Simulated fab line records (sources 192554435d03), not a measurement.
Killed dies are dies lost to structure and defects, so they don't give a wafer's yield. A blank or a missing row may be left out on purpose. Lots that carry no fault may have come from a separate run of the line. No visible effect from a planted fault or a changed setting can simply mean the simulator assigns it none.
Chamber matching + flow n5 finfet + N5_BEOL_M4_ETCH_77 on rie diel-03 has 4 sister chambers
The step etches underlayer in N2/H2, target depth 6.5 nm, time 5.2 s. 16 wafers are shown with their chamber, then 8 later ones without.

== WAFERS PAIRED WITH THEIR CHAMBERS ==
| wafer  | chamber | showerhead plenum p Torr (Torr) | throttle valve pct (%) | oes product au (a.u.) |
|--------|---------|---------------------------------|------------------------|-----------------------|
| L075.1 | 2       | 2.56                            | 17.77                  | 0.67                  |
| L075.4 | 3       | 2.41                            | 18.04                  | 0.62                  |
| L075.6 | 3       | 2.41                            | 18.06                  | 0.61                  |
| L076.1 | 2       | 2.56                            | 17.78                  | 0.67                  |
| L076.3 | 0       | 2.45                            | 17.74                  | 0.65                  |
| L076.5 | 2       | 2.56                            | 17.81                  | 0.67                  |
| L079.1 | 1       | 2.50                            | 18.06                  | 0.59                  |
| L079.4 | 0       | 2.44                            | 17.73                  | 0.63                  |
| L079.6 | 1       | 2.50                            | 18.07                  | 0.61                  |
| L080.1 | 3       | 2.41                            | 18.08                  | 0.60                  |
| L080.4 | 0       | 2.44                            | 17.74                  | 0.62                  |
| L080.5 | 1       | 2.50                            | 18.08                  | 0.61                  |
| L081.1 | 3       | 2.41                            | 18.05                  | 0.60                  |
| L081.4 | 0       | 2.44                            | 17.74                  | 0.63                  |
| L081.5 | 1       | 2.50                            | 18.08                  | 0.59                  |
| L085.3 | 2       | 2.55                            | 17.87                  | 0.66                  |

SIGNATURES, as means of the wafers listed above
| reading                  | chamber 0 | chamber 1 | chamber 2 | chamber 3 | scatter within a chamber |
|--------------------------|-----------|-----------|-----------|-----------|--------------------------|
| showerhead plenum p Torr | 2.4425    | 2.5000    | 2.5575    | 2.4100    | 0.00354                  |
| throttle valve pct       | 17.7375   | 18.0725   | 17.8075   | 18.0575   | 0.0247                   |
| oes product au           | 0.6325    | 0.6000    | 0.6675    | 0.6075    | 0.0101                   |
Rule: for each reading, subtract the chamber's mean from the wafer's reading, divide by that reading's scatter and square the result; add these up over the readings and take the root, which gives the wafer's distance from the chamber. If the next closest chamber is less than 2 further off than the closest, the wafer can't be placed; otherwise it belongs to the closest. How the scatter is found: for the shown wafers, subtract from each reading the mean of its chamber, square and add these, divide the total by (wafers less chambers), then take the root.

== WAFERS WITH NO CHAMBER GIVEN ==
| wafer  | showerhead plenum p Torr (Torr) | throttle valve pct (%) | oes product au (a.u.) |
|--------|---------------------------------|------------------------|-----------------------|
| L085.4 | 2.44                            | 17.77                  | 0.62                  |
| L085.5 | 2.40                            | 18.09                  | 0.60                  |
| L086.3 | 2.40                            | 18.10                  | 0.59                  |
| L086.5 | 2.44                            | 17.77                  | 0.63                  |
| L086.6 | 2.40                            | 18.11                  | 0.59                  |
| L092.1 | 2.43                            | 17.77                  | 0.62                  |
| L092.2 | 2.55                            | 17.84                  | 0.64                  |
| L092.4 | 2.43                            | 17.77                  | 0.60                  |

== WHICH CHAMBER EACH WENT THROUGH ==
| wafer  | from the rows above | in truth |
|--------|---------------------|----------|
| L085.4 | 0                   | 0        |
| L085.5 | 3                   | 3        |
| L086.3 | 3                   | 3        |
| L086.5 | 0                   | 0        |
| L086.6 | 3                   | 3        |
| L092.1 | 0                   | 0        |
| L092.2 | 2                   | 2        |
| L092.4 | 0                   | 0        |
Placed correctly: 8 of 8. From these rows, 0 cannot be placed. 0 placed wrongly.
